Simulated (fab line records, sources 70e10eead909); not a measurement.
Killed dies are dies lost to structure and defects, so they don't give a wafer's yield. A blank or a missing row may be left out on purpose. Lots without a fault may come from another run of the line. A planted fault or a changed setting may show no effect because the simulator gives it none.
Which tool did it? | flow nand_harc | 12 lots, 36 wafers sampled, at 5 steps of a route of 1159

WHAT THE GAUGES READ, wafer by wafer
NHARC_A_SGD_CUT_INSPECT_11. Usual: raw_defect_count 18, standard deviation 8.5.
lot  | measured     | on                | raw_defect_count | flag
L158 | day 14 09:53 | defect_inspect-02 | 16 16 19         |
L160 | day 14 11:08 | defect_inspect-02 | 10 16 21         |
L159 | day 14 11:43 | defect_inspect-02 | 9 6 4            |
L161 | day 15 13:26 | defect_inspect-01 | 14 21 21         |
L162 | day 15 13:43 | defect_inspect-01 | 2 9 6            |
L163 | day 16 02:37 | defect_inspect-01 | 29 26 16         |
L164 | day 16 02:52 | defect_inspect-01 | 8 9 14           |
L166 | day 16 07:05 | defect_inspect-02 | 13 6 5           |
L169 | day 17 03:07 | defect_inspect-01 | 13 8 6           |
L174 | day 18 08:37 | defect_inspect-02 | 37 35 35         |
L176 | day 19 01:08 | defect_inspect-02 | 29 35 28         |
L177 | day 19 03:56 | defect_inspect-02 | 26 16 24         |

NHARC_END_SORT_01. Usual: killed_at_array 27, standard deviation 11; killed_at_other 0.6, standard deviation 1; killed_at_periphery 3.0, standard deviation 2.1; killed_dies 31, standard deviation 12; killed_open 3.2, standard deviation 1.7; killed_short 1.7, standard deviation 1.4.
lot  | measured     | on        | killed_at_array | killed_at_other | killed_at_periphery | killed_dies | killed_open | killed_short | flag
L174 | day 23 21:19 | prober-01 | 39 57 673       | 0 0 1           | 2 1 3               | 41 58 677   | 3 5 4       | 1 3 1        | OFF

WHICH TOOL RAN EACH LOT (tool, then ch and the chambers of the sampled wafers, then the start)
lot  | NHARC_A_STAIRCASE_ETCHBACK_422     | NHARC_A_SGD_CUT_DEP_00          | NHARC_A_SGD_CUT_ETCH_59
L158 | rie_diel-11 ch 0,2,3, day 14 07:32 | pecvd-02 ch 1,2, day 14 09:04   | rie_diel-05 ch 2,3, day 14 10:17
L160 | rie_diel-11 ch 0,1,3, day 14 08:54 | pecvd-01 ch 0,1,2, day 14 10:17 | rie_diel-13 ch 0,1,2, day 14 11:23
L159 | rie_diel-11 ch 1,2,3, day 14 09:11 | pecvd-02 ch 0,2, day 14 10:59   | rie_diel-05 ch 0,1, day 14 11:58
L161 | rie_diel-11 ch 1,2, day 15 11:15   | pecvd-04 ch 0,2, day 15 12:38   | rie_diel-06 ch 0,1,3, day 15 13:46
L162 | rie_diel-02 ch 2,3, day 15 11:32   | pecvd-01 ch 0,2, day 15 12:52   | rie_diel-05 ch 1,2,3, day 15 13:58
L163 | rie_diel-12 ch 1,2, day 16 00:19   | pecvd-01 ch 0,1,2, day 16 01:59 | rie_diel-06 ch 0,1,3, day 16 03:00
L164 | rie_diel-11 ch 0,1, day 16 00:37   | pecvd-04 ch 0,1,2, day 16 02:04 | rie_diel-13 ch 2,3, day 16 03:22
L166 | rie_diel-02 ch 1,2,3, day 16 04:52 | pecvd-01 ch 0,1, day 16 06:16   | rie_diel-13 ch 2,3, day 16 07:19
L169 | rie_diel-02 ch 1,3, day 17 00:22   | pecvd-01 ch 0,2, day 17 02:17   | rie_diel-05 ch 1,3, day 17 03:22
L174 | rie_diel-02 ch 0,1,2, day 18 06:20 | pecvd-02 ch 0,1, day 18 07:41   | rie_diel-05 ch 0,2,3, day 18 08:52
L176 | rie_diel-02 ch 0,1,3, day 18 23:01 | pecvd-01 ch 0,1,2, day 19 00:25 | rie_diel-06 ch 1,2,3, day 19 01:23
L177 | rie_diel-12 ch 1,2,3, day 19 01:35 | pecvd-02 ch 0,1,2, day 19 03:05 | rie_diel-06 ch 1,2,3, day 19 04:13
- NHARC_A_STAIRCASE_ETCHBACK_422: etches the open film in CH3F/O2, target depth 40 nm, time 74.286 s.
- NHARC_A_SGD_CUT_DEP_00: deposits SiNx, target thk 50 nm.
- NHARC_A_SGD_CUT_ETCH_59: etches the open film in N2/H2, target depth 260 nm, time 406.25 s.

WHAT THE TOOLS THEMSELVES READ (means of the sampled wafers that have a number; where no wafer has one, the mark that the record gives instead)
NHARC_A_STAIRCASE_ETCHBACK_422. Usual: drypump_motor_current_A 6.0 A, standard deviation 0.52; oes_product_au 0.95 a.u., standard deviation 0.035; rf_fwd_power_W 494.9 W, standard deviation 1.7; rf_vpp_V 244.3 V, standard deviation 1.7; showerhead_plenum_p_Torr 2.45 Torr, standard deviation 0.11; throttle_valve_pct 20.664 %, standard deviation 0.0084.
lot  | tool        | drypump_motor_current_A (A) | oes_product_au (a.u.) | rf_fwd_power_W (W) | rf_vpp_V (V) | showerhead_plenum_p_Torr (Torr) | throttle_valve_pct (%) | flag
L158 | rie_diel-11 | 6.0                         | 0.94                  | 494.8              | 242.9        | 2.34                            | 20.667                 |
L160 | rie_diel-11 | 6.0                         | 0.93                  | 495.9              | 243.1        | 2.40                            | 20.660                 |
L159 | rie_diel-11 | 5.7                         | 0.92                  | 493.1              | 243.8        | 2.43                            | 20.669                 |
L161 | rie_diel-11 | 5.4                         | 0.92                  | 494.7              | 243.3        | 2.42                            | 20.663                 |
L162 | rie_diel-02 | 5.9                         | 0.99                  | 494.1              | 245.6        | 2.59                            | 20.666                 |
L163 | rie_diel-12 | 5.5                         | 0.93                  | 493.5              | 244.3        | 2.45                            | 20.666                 |
L164 | rie_diel-11 | 5.6                         | 0.92                  | 495.1              | 244.8        | 2.45                            | 20.659                 |
L166 | rie_diel-02 | 6.1                         | 0.93                  | 494.5              | 244.4        | 2.54                            | 20.674                 |
L169 | rie_diel-02 | 6.5                         | 1.00                  | 492.9              | 244.1        | 2.45                            | 20.667                 |
L174 | rie_diel-02 | 6.2                         | 0.92                  | 495.6              | 244.6        | 2.48                            | 20.664                 |
L176 | rie_diel-02 | 6.4                         | 0.92                  | 495.4              | 243.9        | 2.44                            | 20.660                 |
L177 | rie_diel-12 | 5.6                         | 1.01                  | 495.3              | 243.5        | 2.40                            | 20.655                 |

NHARC_A_SGD_CUT_DEP_00. Usual: heater_power_w 690 W, standard deviation 75; rf_fwd_power_W 448.3 W, standard deviation 1.5.
lot  | tool     | heater_power_w (W) | rf_fwd_power_W (W) | flag
L158 | pecvd-02 | 605                | 448.5              |
L160 | pecvd-01 | 753                | 447.6              |
L159 | pecvd-02 | 624                | 449.0              |
L161 | pecvd-04 | 712                | 450.5              |
L162 | pecvd-01 | 738                | 446.5              |
L163 | pecvd-01 | 733                | 447.6              |
L164 | pecvd-04 | 670                | 447.6              |
L166 | pecvd-01 | 707                | 447.9              |
L169 | pecvd-01 | 647                | 446.8              |
L174 | pecvd-02 | 699                | 449.3              |
L176 | pecvd-01 | 683                | 447.8              |
L177 | pecvd-02 | 664                | 447.9              |

NHARC_A_SGD_CUT_ETCH_59. Usual: drypump_motor_current_A 5.9 A, standard deviation 0.47; oes_product_au 1.004 a.u., standard deviation 0.011; rf_fwd_power_W 399.3 W, standard deviation 1.3; rf_vpp_V 431.7 V, standard deviation 3; run_length_s 427.8 s, standard deviation 0.46; showerhead_plenum_p_Torr 2.08 Torr, standard deviation 0.1; throttle_valve_pct 14.171 %, standard deviation 0.0089.
lot  | tool        | drypump_motor_current_A (A) | oes_product_au (a.u.) | rf_fwd_power_W (W) | rf_vpp_V (V) | run_length_s (s) | showerhead_plenum_p_Torr (Torr) | throttle_valve_pct (%) | flag
L158 | rie_diel-05 | 6.4                         | 1.000                 | 399.6              | 433.5        | 428.3            | 2.18                            | 14.171                 |
L160 | rie_diel-13 | 5.7                         | 0.987                 | 398.7              | 428.6        | 427.5            | 1.95                            | 14.179                 |
L159 | rie_diel-05 | 5.7                         | 1.015                 | 399.6              | 429.5        | 428.0            | 2.00                            | 14.172                 |
L161 | rie_diel-06 | 6.0                         | 1.007                 | 399.4              | 433.1        | 427.1            | 2.10                            | 14.166                 |
L162 | rie_diel-05 | 6.2                         | 1.008                 | 398.3              | 432.9        | 428.0            | 2.14                            | 14.179                 |
L163 | rie_diel-06 | 6.0                         | 0.999                 | 400.4              | 431.5        | 427.3            | 2.10                            | 14.167                 |
L164 | rie_diel-13 | 5.3                         | 0.995                 | 398.5              | 431.6        | 427.1            | 2.10                            | 14.178                 |
L166 | rie_diel-13 | 5.3                         | 0.990                 | 398.7              | 431.3        | 427.1            | 2.10                            | 14.177                 |
L169 | rie_diel-05 | 6.0                         | 1.007                 | 400.0              | 432.4        | 427.9            | 2.10                            | 14.174                 |
L174 | rie_diel-05 | 5.9                         | 1.005                 | 399.4              | 432.1        | 384.8            | 2.08                            | 14.171                 | OFF
L176 | rie_diel-06 | 5.9                         | 1.014                 | 399.2              | 431.6        | 427.5            | 2.09                            | 14.173                 |
L177 | rie_diel-06 | 5.9                         | 1.006                 | 399.6              | 432.5        | 427.6            | 2.09                            | 14.168                 |

THE ANSWER, worked out from the rows above alone
Rule: a lot is off if the mean of its wafers that have a number lies more than 3 standard deviations from the usual mean. A lot without any number at a reading at which 4 lots or more have one is off too. The other lots that the step has rows for count as sound. The gauges are gone through in route order, then the tools' own readings, and for those a lot's mean is taken as printed above. The first step at which some lot is off is used, and at that step the reading that is off furthest; a lot without a number counts as furthest.
Off: L174, at NHARC_END_SORT_01 (killed_at_array). Neither off nor sound, because the step has no rows for them: L158, L160, L159, L161, L162, L163, L164, L166, L169, L176, L177.
A tool fits if, at a process step before that reading, it ran every lot that is off, and no sound lot after the first of them. The gauges at NHARC_END_SORT_01 aren't tried: what is off there is off at NHARC_A_SGD_CUT_ETCH_59 too, on other tools, and a gauge's error can't cause that. Can't be told from this: 3 tools fit, rie_diel-02 at NHARC_A_STAIRCASE_ETCHBACK_422, pecvd-02 at NHARC_A_SGD_CUT_DEP_00, rie_diel-05 at NHARC_A_SGD_CUT_ETCH_59.

WHAT THE SIMULATOR HAD PUT IN
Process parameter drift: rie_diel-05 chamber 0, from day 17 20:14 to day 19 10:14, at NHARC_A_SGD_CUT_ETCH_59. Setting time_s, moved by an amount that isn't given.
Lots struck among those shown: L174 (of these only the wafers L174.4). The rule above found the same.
